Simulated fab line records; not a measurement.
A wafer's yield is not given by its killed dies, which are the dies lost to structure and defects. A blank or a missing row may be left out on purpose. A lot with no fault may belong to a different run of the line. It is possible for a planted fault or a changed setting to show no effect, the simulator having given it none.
fab line records	flow n5-finfet
[record] lots = 24	wafers = 72	last-day = 19
route steps=1938 shown BEOL_M9@1467 BEOL_M10@1485 BEOL_M11@1550
lots with no fault: from the same line, run without faults
start-h: the number of hours between the record's first day and the start of the first shown wafer of the lot	wait-h: time in hours since the lot's previous step	" as in the row above	L1.1+2: a row that stands for several wafers	- no value, or no start given	* or withheld: withheld	< > ~ a bound
route shown NAME@n: a module of which the file shows steps, and the number in the route of the first	usual: mean/standard deviation taken from wafers without a fault	same: alike in all rows	chamber/n: place in a boat	sites: the reading at each site	_std_site: their standard deviation	_edge_site: inner sites' mean taken away from outer sites' mean	radius-mm: for every site, how far away it sits from the centre of the wafer	mask NAME#n: copy n	behind: tool/chamber where the wafer was last shaped	hold: why the lot was held/for how many hours/how that ended	device: the n, p or np transistor that did not switch	end of line: tests run on the same wafers once the route is complete	a step given without rows: its recipe and nothing more	killed: not the wafer's yield, but the dies lost to structure and defects at the first sort	map: dies across one wafer; x = killed, . = not, _ = none there
set.NAME: the setting that was run; set.NAME@STEP: the one run at that earlier step	model.NAME: the simulator's own value behind a step, which no gauge read
route steps across a sampled set of lots; one table per step, one row per wafer
services: when a tool's chamber went out of use (start-h, in hours from the record's first day, below 0 if earlier), for how many hours, and the reason
[[steps]]
[step N5_BEOL_M9_DEP_56]
[recipe] material = SiCN	target-thk-a = 150	temp-c = withheld	precursor = 3MS/NH3	pressure-torr = 3	rf-w = 202	time-s = 26.5
[usual] showerhead-plenum-p-Torr = 3.665/0.011	throttle-valve-pct = 9.0/0.55
lot.wafer	tool	chamber	start-h	wait-h	showerhead-plenum-p-Torr	throttle-valve-pct
L074.1	pecvd-01	1	238.63	0.0	3.675	8.0
L074.4	"	0	"	"	3.656	9.0
L074.6	"	2	"	"	3.645	9.0
L075.1	pecvd-04	0	239.75	0.0	3.643	9.3
L075.2	"	2	"	"	3.682	9.2
L075.6	"	0	"	"	3.646	9.2
L078.2	pecvd-01	2	288.35	0.0	3.652	9.0
L078.3	"	0	"	"	3.653	9.1
L078.6	"	0	"	"	3.650	9.1
L077.4	pecvd-01	0	291.47	0.0	3.651	9.0
L077.5	"	1	"	"	3.671	8.1
L077.6	"	2	"	"	3.660	8.8
L080.2	pecvd-04	1	311.22	0.0	3.681	10.4
L080.4	"	1	"	"	3.686	10.1
L080.5	"	2	"	"	3.688	9.2
L079.1	pecvd-04	2	311.67	0.0	3.680	9.2
L079.4	"	1	"	"	3.680	10.1
L079.6	"	0	"	"	3.652	9.0
L081.1	pecvd-03	0	321.88	0.0	3.648	9.2
L081.2	"	1	"	"	3.673	9.3
L081.6	"	1	"	"	3.670	8.7
L082.1	pecvd-04	0	327.12	0.0	3.655	9.3
L082.3	"	2	"	"	3.685	8.9
L082.4	"	1	"	"	3.678	10.3
L083.2	pecvd-04	0	337.07	0.0	3.654	9.2
L083.3	"	1	"	"	3.690	10.0
L083.6	"	0	"	"	3.648	9.0
L085.1	pecvd-03	0	347.50	0.0	3.663	9.3
L085.4	"	2	"	"	3.670	8.4
L085.6	"	0	"	"	3.660	9.1
L084.1	pecvd-01	1	348.36	0.0	3.653	8.2
L084.3	"	2	"	"	3.665	8.8
L084.4	"	2	"	"	3.666	9.0
L087.1	pecvd-01	2	348.63	0.0	3.661	9.0
L087.2	"	0	"	"	3.652	8.9
L087.5	"	1	"	"	3.664	8.2
L086.2	pecvd-04	1	349.14	0.0	3.680	10.4
L086.4	"	0	"	"	3.652	9.4
L086.5	"	1	"	"	3.678	10.5
L076.3	pecvd-01	2	359.57	0.0	3.656	8.9
L076.4	"	1	"	"	3.658	8.0
L076.6	"	0	"	"	3.655	9.2
L089.2	pecvd-03	1	359.91	0.0	3.667	9.2
L089.3	"	2	"	"	3.672	8.5
L089.5	"	0	"	"	3.651	9.3
L090.2	pecvd-03	2	367.18	0.0	3.669	8.8
L090.4	"	0	"	"	3.653	9.7
L090.6	"	2	"	"	3.674	8.5
L091.2	pecvd-03	1	382.38	0.0	3.663	9.3
L091.5	"	1	"	"	3.672	9.2
L091.6	"	0	"	"	3.665	9.2
L088.2	pecvd-01	2	385.81	0.0	3.658	9.2
L088.3	"	1	"	"	3.660	8.0
L088.6	"	1	"	"	3.667	8.0
L092.1	pecvd-03	1	386.30	0.0	3.671	8.9
L092.2	"	2	"	"	3.669	8.3
L092.4	"	1	"	"	3.672	9.1
L094.1	pecvd-03	1	390.63	0.0	3.671	9.3
L094.3	"	0	"	"	3.652	9.2
L094.4	"	2	"	"	3.671	8.3
L093.2	pecvd-01	0	390.76	0.0	3.659	8.9
L093.4	"	0	"	"	3.658	9.0
L093.6	"	0	"	"	3.652	9.1
L095.2	pecvd-03	2	393.70	0.0	3.669	8.6
L095.5	"	0	"	"	3.669	9.2
L095.6	"	2	"	"	3.669	8.5
L096.2	pecvd-01	0	395.90	0.0	3.660	8.9
L096.5	"	1	"	"	3.663	8.2
L096.6	"	0	"	"	3.654	9.1
L097.1	pecvd-01	2	402.26	0.0	3.647	8.9
L097.5	"	0	"	"	3.661	9.0
L097.6	"	2	"	"	3.657	9.1
[step N5_BEOL_M10_INSPECT_13]
[recipe] mode = adi	inspect-instrument = brightfield
[usual] raw-defect-count = 426/92
lot.wafer	tool	chamber	start-h	wait-h	raw-defect-count
L074.1	defect-inspect-02	-	243.54	0.0	450
L074.4	"	-	"	"	307
L074.6	"	-	"	"	414
L075.1	defect-inspect-01	-	243.80	0.0	433
L075.2	"	-	"	"	422
L075.6	"	-	"	"	526
L078.2	defect-inspect-01	-	291.62	0.0	377
L078.3	"	-	"	"	304
L078.6	"	-	"	"	404
L077.4	defect-inspect-01	-	296.05	0.0	764
L077.5	"	-	"	"	535
L077.6	"	-	"	"	700
L080.2	defect-inspect-02	-	315.50	0.0	486
L080.4	"	-	"	"	411
L080.5	"	-	"	"	404
L079.1	defect-inspect-02	-	315.76	0.0	707
L079.4	"	-	"	"	357
L079.6	"	-	"	"	368
L081.1	defect-inspect-02	-	323.30	0.0	315
L081.2	"	-	"	"	276
L081.6	"	-	"	"	347
L082.1	defect-inspect-02	-	330.16	0.0	431
L082.3	"	-	"	"	568
L082.4	"	-	"	"	388
L083.2	defect-inspect-02	-	339.38	0.0	293
L083.3	"	-	"	"	320
L083.6	"	-	"	"	342
L085.1	defect-inspect-01	-	353.37	0.0	299
L085.4	"	-	"	"	340
L085.6	"	-	"	"	275
L084.1	defect-inspect-01	-	353.89	0.0	414
L084.3	"	-	"	"	386
L084.4	"	-	"	"	330
L087.1	defect-inspect-02	-	354.15	0.0	398
L087.2	"	-	"	"	281
L087.5	"	-	"	"	485
L086.2	defect-inspect-02	-	354.33	0.0	510
L086.4	"	-	"	"	527
L086.5	"	-	"	"	481
L076.3	defect-inspect-02	-	361.74	0.0	405
L076.4	"	-	"	"	560
L076.6	"	-	"	"	684
L089.2	defect-inspect-02	-	361.80	0.0	285
L089.3	"	-	"	"	392
L089.5	"	-	"	"	346
L090.2	defect-inspect-02	-	369.92	0.0	439
L090.4	"	-	"	"	446
L090.6	"	-	"	"	478
L091.2	defect-inspect-02	-	384.58	0.0	514
L091.5	"	-	"	"	528
L091.6	"	-	"	"	421
L088.2	defect-inspect-02	-	388.53	0.0	541
L088.3	"	-	"	"	458
L088.6	"	-	"	"	337
L092.1	defect-inspect-02	-	388.81	0.0	338
L092.2	"	-	"	"	451
L092.4	"	-	"	"	379
L094.1	defect-inspect-02	-	393.70	0.0	390
L094.3	"	-	"	"	354
L094.4	"	-	"	"	379
L093.2	defect-inspect-02	-	394.07	0.0	504
L093.4	"	-	"	"	474
L093.6	"	-	"	"	332
L095.2	defect-inspect-02	-	395.45	0.0	365
L095.5	"	-	"	"	407
L095.6	"	-	"	"	361
L096.2	defect-inspect-02	-	400.72	0.0	314
L096.5	"	-	"	"	382
L096.6	"	-	"	"	370
L097.1	defect-inspect-02	-	404.60	0.0	553
L097.5	"	-	"	"	281
L097.6	"	-	"	"	357
[step N5_BEOL_M10_DESCUM_16]
[recipe] chemistry = O2	time-s = 7.9	source-power-w = 50	bias-power-w = 20	pressure-mtorr = 20	rf-frequency-hz = 2.712e+07	temp-c = 40	resist = CAR-ArF	o2-flow-sccm = 225
[usual] drypump-motor-current-A = 5.8/0.51	oes-product-au = 0.80/0.08	rf-vpp-V = 242.4/1.5	showerhead-plenum-p-Torr = 2.05/0.079	throttle-valve-pct = 20.38/0.18
lot.wafer	tool	chamber	start-h	wait-h	drypump-motor-current-A	oes-product-au	rf-hours-counter-h	rf-vpp-V	showerhead-plenum-p-Torr	throttle-valve-pct
L074.1	rie-diel-01	2	243.57	0.0	5.4	0.69	222	245.3	2.14	20.49
L074.4	"	0	"	"	6.2	0.76	165	240.4	2.00	20.60
L074.6	"	2	"	"	5.5	0.69	-	244.3	2.14	20.47
L075.1	rie-diel-03	1	243.83	0.0	6.5	0.82	63	243.8	2.12	20.23
L075.2	"	0	"	"	6.0	0.82	92	241.0	2.01	20.41
L075.6	"	0	"	"	6.0	0.82	-	244.0	2.01	20.40
L078.2	rie-diel-03	2	291.68	0.1	6.7	0.81	91	244.3	2.11	20.59
L078.3	"	1	"	"	6.5	0.82	74	244.5	2.12	20.25
L078.6	"	1	"	"	6.4	0.82	-	243.3	2.12	20.25
L077.4	rie-diel-01	0	296.08	0.0	6.2	0.75	180	241.0	2.00	20.62
L077.5	"	1	"	"	6.5	0.79	-	240.4	2.04	20.14
L077.6	"	0	"	"	6.2	0.75	-	241.8	2.00	20.61
L080.2	rie-diel-05	0	315.54	0.0	5.4	0.80	90	244.3	2.09	20.22
L080.4	"	1	"	"	6.2	0.88	52	241.8	2.04	20.27
L080.5	"	0	"	"	5.3	0.79	-	243.4	2.09	20.23
L079.1	rie-diel-01	2	315.80	0.0	5.4	0.68	244	242.8	2.14	20.52
L079.4	"	0	"	"	6.2	0.73	185	239.5	2.00	20.63
L079.6	"	3	"	"	5.1	0.72	-	240.8	1.90	20.30
L081.1	rie-diel-05	0	323.33	0.0	5.4	0.79	92	244.6	2.09	20.22
L081.2	"	3	"	"	5.5	0.85	44	242.8	2.04	20.09
L081.6	"	0	"	"	5.3	0.79	-	242.2	2.09	20.21
L082.1	rie-diel-05	0	330.91	0.7	5.4	0.79	95	243.4	2.09	20.23
L082.3	"	1	"	"	6.2	0.86	58	242.0	2.03	20.26
L082.4	"	3	"	"	5.5	0.84	47	242.4	2.04	20.10
L083.2	rie-diel-01	1	339.41	0.0	6.4	0.78	103	243.4	2.03	20.17
L083.3	"	3	"	"	5.2	0.70	215	238.6	1.90	20.30
L083.6	"	0	"	"	6.2	0.73	-	241.5	1.99	20.64
L085.1	rie-diel-01	2	353.51	0.1	5.4	0.98	4	243.7	2.13	20.24
L085.4	"	0	"	"	6.2	0.72	-	242.0	1.99	20.67
L085.6	"	3	"	"	5.1	0.71	-	240.1	1.90	20.31
L084.1	rie-diel-01	2	353.97	0.1	5.4	0.99	4	243.2	2.13	20.25
L084.3	"	0	"	"	6.2	0.73	202	241.0	1.99	20.66
L084.4	"	0	"	"	6.2	0.73	-	241.3	1.99	20.66
L087.1	rie-diel-01	0	354.22	0.1	6.2	0.73	203	242.8	1.99	20.66
L087.2	"	2	"	"	5.4	0.98	4	242.8	2.13	20.25
L087.5	"	0	"	"	6.2	0.73	-	241.3	1.99	20.67
L086.2	rie-diel-05	2	354.36	0.0	5.6	0.71	243	244.7	2.16	20.66
L086.4	"	0	"	"	5.3	0.79	104	244.7	2.09	20.24
L086.5	"	3	"	"	5.6	0.83	-	241.4	2.04	20.11
L076.3	rie-diel-03	3	361.77	0.0	5.6	0.91	27	244.1	2.14	20.63
L076.4	"	1	"	"	6.5	0.80	91	242.9	2.11	20.27
L076.6	"	3	"	"	5.6	0.91	-	244.6	2.14	20.62
L089.2	rie-diel-01	2	361.84	0.0	5.4	0.98	9	243.3	2.13	20.26
L089.3	"	2	"	"	5.4	0.97	-	244.1	2.13	20.25
L089.5	"	2	"	"	5.4	0.96	-	243.9	2.13	20.26
L090.2	rie-diel-03	3	369.95	0.0	5.6	0.90	30	244.3	2.14	20.64
L090.4	"	2	"	"	6.7	0.79	111	242.7	2.10	20.59
L090.6	"	2	"	"	6.7	0.78	-	242.9	2.10	20.61
L091.2	rie-diel-05	3	384.61	0.0	5.5	0.82	68	242.1	2.04	20.11
L091.5	"	0	"	"	5.3	0.78	-	243.8	2.08	20.26
L091.6	"	3	"	"	5.5	0.81	-	242.1	2.04	20.14
L088.2	rie-diel-01	2	389.17	0.6	5.4	0.93	21	242.6	2.13	20.28
L088.3	"	1	"	"	6.4	0.78	115	240.8	2.02	20.19
L088.6	"	3	"	"	5.1	0.70	-	240.5	1.89	20.34
L092.1	rie-diel-03	2	389.18	0.4	6.7	0.77	119	243.9	2.10	20.61
L092.2	"	1	"	"	6.5	0.78	101	242.4	2.11	20.28
L092.4	"	3	"	"	5.6	0.89	38	243.4	2.14	20.66
L094.1	rie-diel-05	3	393.74	0.0	5.5	0.82	72	241.6	2.03	20.12
L094.3	"	2	"	"	5.6	0.96	1	243.8	2.16	20.31
L094.4	"	0	"	"	5.3	0.78	119	242.3	2.08	20.26
L093.2	rie-diel-01	3	394.10	0.0	5.1	0.70	237	241.9	1.89	20.34
L093.4	"	1	"	"	6.4	0.77	116	241.2	2.02	20.19
L093.6	"	2	"	"	5.4	0.93	-	243.7	2.13	20.28
L095.2	rie-diel-03	2	395.49	0.0	6.7	0.78	121	242.3	2.10	20.62
L095.5	"	3	"	"	5.6	0.88	-	243.6	2.14	20.66
L095.6	"	2	"	"	6.7	0.78	-	242.2	2.10	20.63
L096.2	rie-diel-05	1	401.22	0.5	6.2	0.84	85	244.5	2.03	20.29
L096.5	"	2	"	"	5.7	0.93	-	243.6	2.16	20.32
L096.6	"	0	"	"	5.4	0.77	-	243.2	2.08	20.27
L097.1	rie-diel-01	0	405.07	0.5	6.2	0.72	224	241.2	1.98	20.68
L097.5	"	2	"	"	5.4	0.93	-	244.0	2.12	20.29
L097.6	"	3	"	"	5.1	0.70	-	239.9	1.89	20.35
[step N5_BEOL_M10_STRIP_77]
[recipe] chemistry = N2/H2	time-s = 10	power-w = 450	temp-c = 40	pressure-mtorr = 20	rf-frequency-hz = 6e+07	bias-power-w = 7	n2-flow-sccm = 200	h2-flow-sccm = 200
[usual] drypump-motor-current-A = 5.9/0.5	oes-product-au = 0.81/0.075	rf-vpp-V = 59.0/0.87	showerhead-plenum-p-Torr = 2.50/0.094	throttle-valve-pct = 23.59/0.28
lot.wafer	tool	chamber	start-h	wait-h	drypump-motor-current-A	oes-product-au	rf-hours-counter-h	rf-vpp-V	showerhead-plenum-p-Torr	throttle-valve-pct
L074.1	rie-diel-05	1	-	-	6.1	0.91	38	59.0	2.47	23.28
L074.4	"	0	"	"	5.3	0.82	75	59.4	2.56	23.56
L074.6	"	2	"	"	5.6	0.73	-	58.3	2.63	23.77
L075.1	rie-diel-03	1	-	-	6.5	0.83	64	59.4	2.57	23.38
L075.2	"	0	"	"	6.0	0.81	93	59.9	2.46	24.04
L075.6	"	0	"	"	6.0	0.81	-	58.1	2.46	24.05
L078.2	rie-diel-01	1	-	-	6.4	0.80	86	58.6	2.48	23.51
L078.3	"	3	"	"	5.1	0.73	200	57.4	2.30	23.09
L078.6	"	0	"	"	6.3	0.74	-	58.1	2.41	23.59
L077.4	rie-diel-03	3	-	-	5.6	0.93	13	59.7	2.60	23.85
L077.5	"	1	"	"	6.5	0.81	-	57.3	2.57	23.39
L077.6	"	2	"	"	6.7	0.81	-	59.0	2.56	23.65
L080.2	rie-diel-01	0	-	-	6.2	0.74	185	59.8	2.41	23.60
L080.4	"	3	"	"	5.2	0.72	205	57.8	2.30	23.12
L080.5	"	2	"	"	5.4	0.68	-	61.1	2.60	23.73
L079.1	rie-diel-03	1	-	-	6.5	0.80	81	60.0	2.57	23.39
L079.4	"	0	"	"	6.0	0.79	112	58.7	2.45	24.06
L079.6	"	3	"	"	5.6	0.92	-	57.9	2.60	23.85
L081.1	rie-diel-05	1	-	-	6.2	0.88	55	58.8	2.46	23.33
L081.2	"	2	"	"	5.6	0.71	232	60.9	2.62	23.79
L081.6	"	0	"	"	5.4	0.79	-	58.2	2.56	23.59
L082.1	rie-diel-05	2	-	-	5.6	0.71	235	59.1	2.62	23.81
L082.3	"	0	"	"	5.4	0.79	96	58.1	2.56	23.61
L082.4	"	3	"	"	5.6	0.84	48	58.4	2.46	23.12
L083.2	rie-diel-03	3	-	-	5.6	0.92	21	58.6	2.60	23.84
L083.3	"	0	"	"	6.0	0.79	115	60.6	2.45	24.07
L083.6	"	0	"	"	6.0	0.79	-	58.2	2.45	24.07
L085.1	rie-diel-01	2	-	-	5.4	0.98	5	58.8	2.60	23.59
L085.4	"	2	"	"	5.4	0.99	-	58.1	2.60	23.60
L085.6	"	3	"	"	5.1	0.70	-	58.6	2.29	23.13
L084.1	rie-diel-03	0	-	-	6.0	0.79	118	59.3	2.45	24.07
L084.3	"	1	"	"	6.5	0.80	88	58.8	2.56	23.40
L084.4	"	2	"	"	6.7	0.80	106	59.0	2.56	23.66
L087.1	rie-diel-05	3	-	-	5.6	0.83	58	58.9	2.46	23.13
L087.2	"	2	"	"	5.6	0.71	244	59.1	2.61	23.83
L087.5	"	1	"	"	6.2	0.86	-	58.6	2.45	23.33
L086.2	rie-diel-03	2	-	-	6.7	0.79	106	58.3	2.56	23.67
L086.4	"	0	"	"	6.0	0.79	119	56.8	2.45	24.08
L086.5	"	1	"	"	6.5	0.80	-	58.4	2.56	23.41
L089.2	rie-diel-01	0	-	-	6.2	0.73	208	59.1	2.40	23.63
L089.3	"	3	"	"	5.1	0.71	224	58.9	2.29	23.15
L089.5	"	2	"	"	5.4	0.97	-	57.7	2.60	23.61
L076.3	rie-diel-03	2	-	-	6.7	0.79	109	59.7	2.55	23.67
L076.4	"	0	"	"	6.0	0.79	121	58.4	2.45	24.08
L076.6	"	0	"	"	6.0	0.78	-	58.7	2.45	24.09
L090.2	rie-diel-01	0	-	-	6.2	0.72	212	59.7	2.40	23.62
L090.4	"	1	"	"	6.4	0.77	108	58.6	2.47	23.54
L090.6	"	3	"	"	5.1	0.70	-	59.0	2.29	23.14
L091.2	rie-diel-03	0	-	-	6.0	0.77	130	59.4	2.45	24.10
L091.5	"	1	"	"	6.5	0.78	-	58.4	2.56	23.44
L091.6	"	0	"	"	6.0	0.77	-	59.4	2.45	24.09
L088.2	rie-diel-01	2	-	-	5.4	0.93	22	59.6	2.59	23.60
L088.3	"	1	"	"	6.4	0.78	115	58.4	2.47	23.55
L088.6	"	0	"	"	6.2	0.72	-	59.1	2.40	23.64
L092.1	rie-diel-05	3	-	-	5.5	0.81	71	58.1	2.45	23.16
L092.2	"	1	"	"	6.2	0.84	82	58.6	2.45	23.34
L092.4	"	2	"	"	5.6	0.97	0	59.4	2.61	23.53
L095.2	rie-diel-05	2	-	-	5.6	0.95	3	59.1	2.61	23.52
L095.5	"	2	"	"	5.6	0.95	-	58.3	2.61	23.50
L095.6	"	1	"	"	6.2	0.84	-	57.6	2.45	23.35
L094.1	rie-diel-05	0	-	-	5.4	0.77	121	59.8	2.54	23.63
L094.3	"	2	"	"	5.6	0.95	3	58.8	2.61	23.53
L094.4	"	0	"	"	5.4	0.77	-	57.8	2.54	23.65
L093.2	rie-diel-03	0	-	-	6.0	0.77	134	59.6	2.44	24.11
L093.4	"	1	"	"	6.5	0.77	104	59.8	2.56	23.42
L093.6	"	0	"	"	6.0	0.78	-	59.0	2.44	24.08
L096.2	rie-diel-03	2	-	-	6.7	0.76	124	59.0	2.55	23.69
L096.5	"	1	"	"	6.5	0.78	-	59.0	2.56	23.45
L096.6	"	2	"	"	6.7	0.77	-	57.5	2.55	23.68
L097.1	rie-diel-01	2	-	-	5.4	0.92	28	61.0	2.59	23.61
L097.5	"	3	"	"	5.1	0.70	-	58.5	2.28	23.16
L097.6	"	2	"	"	5.4	0.92	-	58.7	2.59	23.62
[step N5_BEOL_M11_OVL_MEAS_12]
[recipe] points-per-wafer = 44
[usual] M11_OVL = -0.5/0.77
lot.wafer	tool	chamber	start-h	wait-h	M11_OVL[nm]
L074.1	overlay-02	0	251.56	0.0	0.7
L074.4	"	0	"	"	-1.0
L074.6	"	0	"	"	-0.5
L075.1	overlay-02	0	251.66	0.0	-0.3
L075.2	"	0	"	"	-0.7
L075.6	"	0	"	"	-0.1
L078.2	overlay-02	0	299.92	0.0	0.8
L078.3	"	0	"	"	-0.2
L078.6	"	0	"	"	-0.5
L077.4	overlay-02	0	302.98	0.0	-0.2
L077.5	"	0	"	"	-2.2
L077.6	"	0	"	"	0.3
L080.2	overlay-01	0	321.65	0.0	-0.6
L080.4	"	0	"	"	-1.1
L080.5	"	0	"	"	-0.6
L079.1	overlay-02	0	323.76	0.0	-1.2
L079.4	"	0	"	"	0.5
L079.6	"	0	"	"	-0.4
L081.1	overlay-01	0	330.21	0.0	0.5
L081.2	"	0	"	"	0.4
L081.6	"	0	"	"	-0.2
L082.1	overlay-02	0	339.00	0.0	0.0
L082.3	"	0	"	"	0.1
L082.4	"	0	"	"	-0.8
L083.2	overlay-02	0	347.27	0.0	0.7
L083.3	"	0	"	"	-1.3
L083.6	"	0	"	"	-2.2
L085.1	overlay-01	0	360.24	0.0	-1.4
L085.4	"	0	"	"	-0.8
L085.6	"	0	"	"	-1.0
L084.1	overlay-02	0	361.70	0.0	0.1
L084.3	"	0	"	"	0.5
L084.4	"	0	"	"	-0.6
L087.1	overlay-02	0	361.81	0.0	0.1
L087.2	"	0	"	"	-0.2
L087.5	"	0	"	"	-0.1
L086.2	overlay-02	0	364.75	0.0	0.0
L086.4	"	0	"	"	-0.6
L086.5	"	0	"	"	-0.3
L089.2	overlay-02	0	369.92	0.0	-1.1
L089.3	"	0	"	"	-1.1
L089.5	"	0	"	"	0.1
L076.3	overlay-01	0	370.09	0.0	-0.3
L076.4	"	0	"	"	0.3
L076.6	"	0	"	"	0.3
L090.2	overlay-02	0	379.05	0.0	-1.6
L090.4	"	0	"	"	-1.7
L090.6	"	0	"	"	-1.6
L091.2	overlay-02	0	394.12	0.0	0.1
L091.5	"	0	"	"	-1.1
L091.6	"	0	"	"	-0.7
L088.2	overlay-01	0	400.08	0.0	-1.4
L088.3	"	0	"	"	-2.0
L088.6	"	0	"	"	-2.3
L092.1	overlay-01	0	400.31	0.0	-0.3
L092.2	"	0	"	"	-0.8
L092.4	"	0	"	"	-1.4
L095.2	overlay-02	0	404.61	0.0	-1.0
L095.5	"	0	"	"	0.8
L095.6	"	0	"	"	-0.1
L094.1	overlay-01	0	407.49	0.0	-1.5
L094.3	"	0	"	"	-0.6
L094.4	"	0	"	"	-1.2
L093.2	overlay-02	0	407.67	0.0	1.0
L093.4	"	0	"	"	1.0
L093.6	"	0	"	"	0.6
L096.2	overlay-01	0	408.15	0.0	-0.4
L096.5	"	0	"	"	-1.7
L096.6	"	0	"	"	-0.9
L097.1	overlay-02	0	411.97	0.0	-2.2
L097.5	"	0	"	"	-0.8
L097.6	"	0	"	"	-1.1
[step N5_BEOL_M11_CD_MEAS_18]
[recipe] pitch-nm = 140	target-cd-nm = 70
[usual] cd-nm = 69.9/0.67
lot.wafer	tool	chamber	start-h	wait-h	cd-nm
L074.1	cd-sem-03	-	252.07	0.0	69.9
L074.4	"	-	"	"	69.2
L074.6	"	-	"	"	69.8
L075.1	cd-sem-02	-	252.17	0.0	69.7
L075.2	"	-	"	"	69.3
L075.6	"	-	"	"	70.1
L078.2	cd-sem-01	-	300.73	0.1	70.7
L078.3	"	-	"	"	70.7
L078.6	"	-	"	"	71.5
L077.4	cd-sem-03	-	303.79	0.1	69.1
L077.5	"	-	"	"	70.1
L077.6	"	-	"	"	69.9
L080.2	cd-sem-03	-	323.63	0.1	69.3
L080.4	"	-	"	"	69.7
L080.5	"	-	"	"	69.6
L079.1	cd-sem-01	-	324.53	0.0	68.8
L079.4	"	-	"	"	69.0
L079.6	"	-	"	"	70.2
L081.1	cd-sem-01	-	331.24	0.0	70.3
L081.2	"	-	"	"	70.2
L081.6	"	-	"	"	70.0
L082.1	cd-sem-02	-	341.63	0.0	69.9
L082.3	"	-	"	"	69.7
L082.4	"	-	"	"	70.1
L083.2	cd-sem-02	-	347.78	0.1	69.7
L083.3	"	-	"	"	69.3
L083.6	"	-	"	"	69.4
L085.1	cd-sem-02	-	360.75	0.0	71.2
L085.4	"	-	"	"	70.2
L085.6	"	-	"	"	70.7
L084.1	cd-sem-03	-	362.28	0.0	68.6
L084.3	"	-	"	"	69.6
L084.4	"	-	"	"	69.5
L087.1	cd-sem-03	-	362.41	0.0	70.1
L087.2	"	-	"	"	69.1
L087.5	"	-	"	"	69.5
L086.2	cd-sem-02	-	365.39	0.1	70.2
L086.4	"	-	"	"	70.0
L086.5	"	-	"	"	71.1
L089.2	cd-sem-01	-	370.47	0.1	70.2
L089.3	"	-	"	"	70.5
L089.5	"	-	"	"	71.4
L076.3	cd-sem-02	-	370.62	0.1	69.3
L076.4	"	-	"	"	69.8
L076.6	"	-	"	"	71.1
L090.2	cd-sem-03	-	380.22	0.1	68.7
L090.4	"	-	"	"	69.2
L090.6	"	-	"	"	69.0
L091.2	cd-sem-03	-	394.79	0.1	70.5
L091.5	"	-	"	"	70.4
L091.6	"	-	"	"	70.2
L088.2	cd-sem-03	-	401.04	0.1	70.8
L088.3	"	-	"	"	70.5
L088.6	"	-	"	"	70.1
L092.1	cd-sem-02	-	401.08	0.0	69.4
L092.2	"	-	"	"	70.0
L092.4	"	-	"	"	69.4
L095.2	cd-sem-01	-	405.25	0.1	69.7
L095.5	"	-	"	"	70.8
L095.6	"	-	"	"	70.1
L094.1	cd-sem-03	-	408.29	0.0	68.2
L094.3	"	-	"	"	68.6
L094.4	"	-	"	"	69.1
L093.2	cd-sem-01	-	408.56	0.1	70.7
L093.4	"	-	"	"	70.4
L093.6	"	-	"	"	70.9
L096.2	cd-sem-03	-	409.31	0.1	69.8
L096.5	"	-	"	"	69.5
L096.6	"	-	"	"	69.8
L097.1	cd-sem-01	-	412.88	0.0	70.2
L097.5	"	-	"	"	70.5
L097.6	"	-	"	"	70.7
[[services]]
tool	chamber	start-h	hours	kind
rie-diel-03	3	227.88	-	clean
rie-diel-03	3	227.88	-	consumable-replace:focus-ring
rie-diel-03	3	227.88	18.7	scheduled-down
rie-diel-03	3	227.88	18.7	vent-cycle
rie-diel-05	2	229.83	7.1	repair
pecvd-01	1	274.17	12.3	repair
pecvd-01	-	275.27	0.9	repair
pecvd-03	-	286.12	14.6	pm
pecvd-04	2	287.69	4.1	repair
pecvd-04	-	289.55	6.0	pm
pecvd-01	1	305.00	2.1	scheduled-down
rie-diel-03	-	322.81	14.6	pm
rie-diel-01	2	329.64	-	clean
rie-diel-01	2	329.64	-	consumable-replace:focus-ring
rie-diel-01	2	329.64	14.3	scheduled-down
rie-diel-01	2	329.64	14.3	vent-cycle
pecvd-04	2	331.11	30.4	repair
rie-diel-01	1	341.15	22.0	repair
rie-diel-05	2	349.12	1.4	repair
rie-diel-05	2	372.64	-	clean
rie-diel-05	2	372.64	-	consumable-replace:focus-ring
rie-diel-05	2	372.64	15.4	scheduled-down
rie-diel-05	2	372.64	15.4	vent-cycle
rie-diel-05	3	395.52	5.8	repair
[[key]]
fault none
